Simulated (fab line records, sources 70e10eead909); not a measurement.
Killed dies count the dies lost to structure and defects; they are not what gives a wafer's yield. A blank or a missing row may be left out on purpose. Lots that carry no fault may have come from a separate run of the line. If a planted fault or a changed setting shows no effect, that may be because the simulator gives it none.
Matching of chambers + flow nandHarc + NHARC_A_M0_CMP_23 on cmp-03 has 4 sister chambers
The step polishes, t overpolish 20 s, target thk 113.75 nm. 22 wafers are shown with their chamber, then 11 later ones without.

## WAFERS PAIRED WITH THEIR CHAMBERS
| wafer  | chamber | motorCurrentA (A) | timeToEndpointS (s) |
|--------|---------|-------------------|---------------------|
| L077.1 | 3       | 11.8              | 29.7                |
| L077.2 | 1       | 10.9              | 29.9                |
| L077.5 | 2       | 12.4              | 31.4                |
| L079.1 | 0       | 15.2              | 29.1                |
| L079.3 | 3       | 11.7              | 28.9                |
| L079.6 | 3       | 12.8              | 31.1                |
| L078.2 | 0       | 15.8              | 27.4                |
| L078.3 | 2       | 12.0              | 29.2                |
| L078.4 | 1       | 11.2              | 30.0                |
| L084.3 | 0       | 15.0              | 29.0                |
| L084.5 | 3       | 12.0              | 28.1                |
| L084.6 | 0       | 15.1              | 27.7                |
| L085.1 | 1       | 10.9              | 32.5                |
| L085.4 | 3       | 11.7              | 30.4                |
| L085.6 | 1       | 11.0              | 33.2                |
| L094.1 | 3       | 11.6              | 27.8                |
| L094.2 | 1       | 10.5              | 28.8                |
| L094.3 | 2       | 12.4              | 29.4                |
| L094.4 | 0       | 14.6              | 27.9                |
| L094.5 | 3       | 11.7              | 28.9                |
| L094.6 | 2       | 12.8              | 27.6                |
| L095.1 | 0       | 15.0              | 26.2                |

SIGNATURES (averages over the wafers above)
| reading         | chamber 0 | chamber 1 | chamber 2 | chamber 3 | scatter within a chamber |
|-----------------|-----------|-----------|-----------|-----------|--------------------------|
| motorCurrentA   | 15.117    | 10.900    | 12.400    | 11.900    | 0.364                    |
| timeToEndpointS | 27.883    | 30.880    | 29.400    | 29.271    | 1.41                     |
Rule: a wafer's distance from a chamber is the root of the sum, over the readings, of the square of ((its reading less the chamber's mean) divided by the reading's scatter). If the next closest chamber is less than 2 further off than the closest, the wafer can't be placed; otherwise it belongs to the closest. How the scatter is found: for the shown wafers, subtract from each reading the mean of its chamber, square and add these, divide the total by (wafers less chambers), then take the root.

## WAFERS WHOSE CHAMBER IS MISSING
| wafer  | motorCurrentA (A) | timeToEndpointS (s) |
|--------|-------------------|---------------------|
| L095.2 | 10.8              | 28.3                |
| L095.3 | 12.5              | 29.5                |
| L093.1 | 11.1              | 27.7                |
| L093.3 | 12.5              | 26.7                |
| L093.4 | 12.0              | 25.5                |
| L096.2 | 14.7              | 21.2                |
| L096.5 | 11.7              | 28.0                |
| L096.6 | 12.4              | 26.9                |
| L097.1 | 12.3              | 25.8                |
| L097.3 | 14.9              | 24.0                |
| L097.5 | 12.4              | 31.7                |

## EACH ONE'S CHAMBER
| wafer  | from the rows above          | in truth |
|--------|------------------------------|----------|
| L095.2 | can't be placed: 1 or 3      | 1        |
| L095.3 | can't be placed: 2 or 3      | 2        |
| L093.1 | can't be placed: 1 or 3 or 2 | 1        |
| L093.3 | can't be placed: 2 or 3      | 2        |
| L093.4 | can't be placed: 3 or 2      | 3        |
| L096.2 | 0                            | 0        |
| L096.5 | can't be placed: 3 or 2 or 1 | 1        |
| L096.6 | can't be placed: 2 or 3      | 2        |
| L097.1 | can't be placed: 2 or 3      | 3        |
| L097.3 | 0                            | 0        |
| L097.5 | can't be placed: 2 or 3      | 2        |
Correct placement for 2 of the 11. Not placeable from these rows: 9 (in 9, the candidates include the true chamber). 0 placed wrongly.
